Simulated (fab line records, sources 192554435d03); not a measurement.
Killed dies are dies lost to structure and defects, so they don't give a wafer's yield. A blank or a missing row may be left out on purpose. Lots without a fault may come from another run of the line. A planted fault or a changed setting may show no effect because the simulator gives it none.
Which tool did it? | flow n5_finfet | 9 lots, 26 wafers sampled, at 6 steps of a route of 1938

WHAT THE GAUGES READ, wafer by wafer
N5_MOL_CONTACT_COAG_THK_MEAS_29.
lot  | measured     | on            | MD_CAP_THK (nm)
L419 | day 5 02:59  | film_metro-02 | 17.90 17.94 17.91
L420 | day 5 11:12  | film_metro-01 | 17.90 17.77 17.82
L425 | day 6 19:44  | film_metro-01 | 17.95 17.84 17.69
L427 | day 7 04:33  | film_metro-02 | 17.90 18.10 17.74
L428 | day 7 07:58  | film_metro-01 | 17.97 17.88 17.88
L435 | day 9 11:27  | film_metro-01 | 17.50 17.81
L440 | day 10 19:54 | film_metro-01 | 17.88 17.83 17.84
L442 | day 11 02:57 | film_metro-01 | 17.88 17.94 17.89
L441 | day 11 06:41 | film_metro-01 | 17.94 17.88 17.83

N5_BEOL_M4_RC_MEAS_101.
lot  | measured     | on        | DIBL_N (mV/V)  | DIBL_P (mV/V)  | IOFF_N (nA/um)    | IOFF_P (nA/um) | ION_N (uA/um) | ION_P (uA/um) | SS_N (mV/dec)  | SS_P (mV/dec)  | VT_N (mV)         | VT_P (mV)
L419 | day 8 12:22  | prober-02 | 34.5 35.0 35.1 | 33.8 35.0 34.7 | 0.124 0.131 0.136 | 0.16 0.17 0.16 | 676 659 661   | 455 446 451   | 70.4 71.1 70.7 | 72.2 72.5 72.9 | 254.2 253.3 251.9 | -256.0 -252.8 -257.8
L420 | day 8 17:25  | prober-02 | 36.5 34.5 34.4 | 35.3 33.6 33.3 | 0.129 0.114 0.112 | 0.19 0.18 0.17 | 654 672 666   | 452 470 462   | 71.4 71.0 70.8 | 73.9 72.9 72.3 | 254.5 254.6 254.9 | -251.4 -251.4 -253.8
L425 | day 10 05:05 | prober-01 | 34.8 37.0 38.5 | 33.1 35.7 36.5 | 0.127 0.158 0.182 | 0.15 0.19 0.20 | 676 684 675   | 453 462 454   | 70.1 71.7 71.5 | 72.5 73.2 73.5 | 249.6 250.7 249.8 | -256.0 -252.9 -251.3
L427 | day 10 11:44 | prober-01 | 38.1 35.3 37.7 | 38.0 34.2 37.6 | 0.178 0.125 0.177 | 0.22 0.17 0.21 | 688 671 690   | 468 459 464   | 71.8 71.0 71.1 | 73.3 72.6 73.1 | 247.4 253.8 247.6 | -249.7 -253.8 -250.1
L428 | day 11 00:58 | prober-01 | 36.0 35.7 34.6 | 37.2 36.8 35.8 | 0.153 0.155 0.135 | 0.21 0.22 0.20 | 688 672 665   | 469 467 466   | 70.9 71.1 71.5 | 74.1 73.8 73.6 | 249.2 250.3 251.7 | -248.9 -250.4 -249.1
L435 | day 12 15:49 | prober-02 | 36.1 40.0      | 36.5 41.4      | 0.134 0.216       | 0.18 0.26      | 661 681       | 454 465       | 71.1 72.0      | 72.7 75.0      | 256.5 251.1       | -253.1 -249.7
L440 | day 14 00:02 | prober-02 | 33.6 32.7 34.6 | 33.1 32.2 33.9 | 0.130 0.124 0.132 | 0.18 0.17 0.19 | 675 673 656   | 467 464 457   | 71.5 70.7 70.9 | 72.1 72.4 72.7 | 250.5 255.6 253.0 | -250.3 -251.7 -251.1
L442 | day 13 23:31 | prober-01 | 37.5 35.8 38.0 | 36.0 34.7 36.4 | 0.179 0.147 0.173 | 0.23 0.20 0.24 | 672 678 657   | 465 460 450   | 71.6 71.1 71.5 | 73.9 72.9 73.8 | 248.6 251.6 248.6 | -246.8 -250.3 -252.1
L441 | day 14 01:47 | prober-01 | 34.4 33.3 32.8 | 35.1 33.1 33.0 | 0.149 0.118 0.119 | 0.19 0.15 0.16 | 682 661 674   | 466 450 462   | 71.6 71.0 70.4 | 73.0 72.6 72.9 | 252.9 255.5 251.2 | -249.1 -255.7 -253.9

WHICH TOOL RAN EACH LOT (tool, then ch and the chambers of the sampled wafers, then the start)
lot  | N5_MOL_CONTACT_COAG_ETCH_15        | N5_MOL_CONTACT_COAG_CO_FILL_22   | N5_MOL_CONTACT_COAG_PRE_CLEAN_142 | N5_MOL_CONTACT_COAG_CMP_28
L419 | rie_diel-02 ch 0,1,3, day 4 18:53  | cvd_co-01 ch 0,1,2, day 4 21:03  | pvd_sputter-01, day 5 00:02       | cmp-03 ch 2,3, day 5 02:44
L420 | rie_diel-03 ch 0,1, day 5 00:31    | cvd_co-02 ch 0,2, day 5 05:04    | pvd_sputter-01, day 5 08:16       | cmp-02 ch 1,2,3, day 5 10:56
L425 | rie_diel-03 ch 2,3, day 6 11:26    | cvd_co-02 ch 0,2, day 6 13:09    | pvd_sputter-01, day 6 16:49       | cmp-04 ch 0,1,3, day 6 19:31
L427 | rie_diel-06 ch 0,1,3, day 6 18:05  | cvd_co-02 ch 1,2, day 6 20:53    | pvd_sputter-01, day 7 01:38       | cmp-04 ch 0,1,3, day 7 04:20
L428 | rie_diel-02 ch 0,1,3, day 6 23:56  | cvd_co-02 ch 1,2, day 7 02:13    | pvd_sputter-01, day 7 05:01       | cmp-04 ch 0,1,2, day 7 07:41
L435 | rie_diel-06 ch 1,3, day 9 02:32    | cvd_co-02 ch 2, day 9 06:58      | pvd_sputter-03, day 9 08:31       | cmp-04 ch 2,3, day 9 11:09
L440 | rie_diel-06 ch 0,1,2, day 10 08:31 | cvd_co-02 ch 0,1,2, day 10 13:23 | pvd_sputter-01, day 10 16:59      | cmp-02 ch 0,1,3, day 10 19:38
L442 | rie_diel-02 ch 0,1,2, day 10 17:55 | cvd_co-01 ch 0,1, day 10 21:04   | pvd_sputter-03, day 11 00:01      | cmp-03 ch 1,3, day 11 02:40
L441 | rie_diel-03 ch 0,1,3, day 10 21:27 | cvd_co-02 ch 0,1,2, day 11 00:22 | pvd_sputter-02, day 11 03:45      | cmp-02 ch 0,1,3, day 11 06:23
- N5_MOL_CONTACT_COAG_ETCH_15: etches SiNx in CH3F/O2, stops on Si:P, target depth 7 nm.
- N5_MOL_CONTACT_COAG_CO_FILL_22: material Co, precursor CCTBA/H2, target thk 20 nm.
- N5_MOL_CONTACT_COAG_PRE_CLEAN_142: time 60 s.
- N5_MOL_CONTACT_COAG_CMP_28: polishes, stops on SiNx, t overpolish 0.85 s, target thk 14.522 nm.

WHAT THE TOOLS THEMSELVES READ (means of the sampled wafers that have a number; where no wafer has one, the mark that the record gives instead)
N5_MOL_CONTACT_COAG_ETCH_15.
lot  | tool        | drypump_motor_current_A (A) | oes_o_777_au (a.u.) | oes_product_au (a.u.) | rf_vpp_V (V) | showerhead_plenum_p_Torr (Torr) | throttle_valve_pct (%)
L419 | rie_diel-02 | 5.3                         | 0.81                | 0.60                  | 295          | 2.03                            | 16.37
L420 | rie_diel-03 | 5.9                         | 0.91                | 0.68                  | 306          | 2.07                            | 15.94
L425 | rie_diel-03 | 5.7                         | 0.85                | 0.62                  | 295          | 2.03                            | 15.95
L427 | rie_diel-06 | 5.9                         | 0.83                | 0.59                  | 300          | 1.97                            | 16.42
L428 | rie_diel-02 | 5.3                         | 0.78                | 0.58                  | 295          | 2.02                            | 16.42
L435 | rie_diel-06 | 5.8                         | 0.78                | 0.56                  | 302          | 1.96                            | 16.47
L440 | rie_diel-06 | 5.5                         | 0.79                | 0.58                  | 299          | 1.94                            | 16.43
L442 | rie_diel-02 | 5.2                         | 0.80                | 0.59                  | 293          | 1.97                            | 16.48
L441 | rie_diel-03 | 5.8                         | 0.80                | 0.59                  | 303          | 2.04                            | 16.01

N5_MOL_CONTACT_COAG_CO_FILL_22.
lot  | tool      | heater_power_outer_w (W) | heater_power_w (W)
L419 | cvd_co-01 | 118                      | 224
L420 | cvd_co-02 | 134                      | 252
L425 | cvd_co-02 | 132                      | 250
L427 | cvd_co-02 | 112                      | 236
L428 | cvd_co-02 | 110                      | 236
L435 | cvd_co-02 | 102                      | 210
L440 | cvd_co-02 | 121                      | 244
L442 | cvd_co-01 | 119                      | 230
L441 | cvd_co-02 | 124                      | 244

N5_MOL_CONTACT_COAG_PRE_CLEAN_142.
lot  | tool           | heater_power_w (W)
L419 | pvd_sputter-01 | 496
L420 | pvd_sputter-01 | 493
L425 | pvd_sputter-01 | 508
L427 | pvd_sputter-01 | 486
L428 | pvd_sputter-01 | 494
L435 | pvd_sputter-03 | 454
L440 | pvd_sputter-01 | 485
L442 | pvd_sputter-03 | 477
L441 | pvd_sputter-02 | 501

N5_MOL_CONTACT_COAG_CMP_28.
lot  | tool   | motor_current_A (A) | time_to_endpoint_s (s)
L419 | cmp-03 | 11.8                | 3.9
L420 | cmp-02 | 12.4                | 2.4
L425 | cmp-04 | 11.6                | 5.8
L427 | cmp-04 | 11.5                | 4.5
L428 | cmp-04 | 10.5                | 6.4
L435 | cmp-04 | 11.6                | 5.1
L440 | cmp-02 | 11.2                | 5.0
L442 | cmp-03 | 12.8                | 3.2
L441 | cmp-02 | 11.3                | 5.6

THE ANSWER, worked out from the rows above alone
Rule: what is usual is taken from the lots themselves. Put in order of their means at a reading, lots are off if they are a third of the lots or fewer, leave a main group of 4 or more, and stand apart from it by a gap of 3 or more times the standard deviation of the main group's means; of several such gaps the widest counts. A main group whose means are all the same, to the digits that the tables above print for the reading, isn't used. A lot without any number at a reading at which 4 lots or more have one is off too. The other lots that the step has rows for count as sound. The gauges are gone through in route order, then the tools' own readings, and for those a lot's mean is taken as printed above. The first step at which some lot is off is used, and at that step the reading that is off furthest; a lot without a number counts as furthest.
Off: L435, at N5_MOL_CONTACT_COAG_THK_MEAS_29 (MD_CAP_THK). The main group: mean 17.88 nm, standard deviation 0.036.
A tool fits if, at a process step before that reading, it ran every lot that is off, and no sound lot after the first of them. The gauges at N5_MOL_CONTACT_COAG_THK_MEAS_29 are tried like those tools. One fits: cmp-04 at N5_MOL_CONTACT_COAG_CMP_28. Its last sound lot is L428 (day 7 07:41), its first lot that is off L435 (day 9 11:09): a fault that began between those two fits.

WHAT THE SIMULATOR HAD PUT IN
Process parameter drift: cmp-04, from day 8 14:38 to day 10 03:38, at N5_MOL_CONTACT_COAG_CMP_28. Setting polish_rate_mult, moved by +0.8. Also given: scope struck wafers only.
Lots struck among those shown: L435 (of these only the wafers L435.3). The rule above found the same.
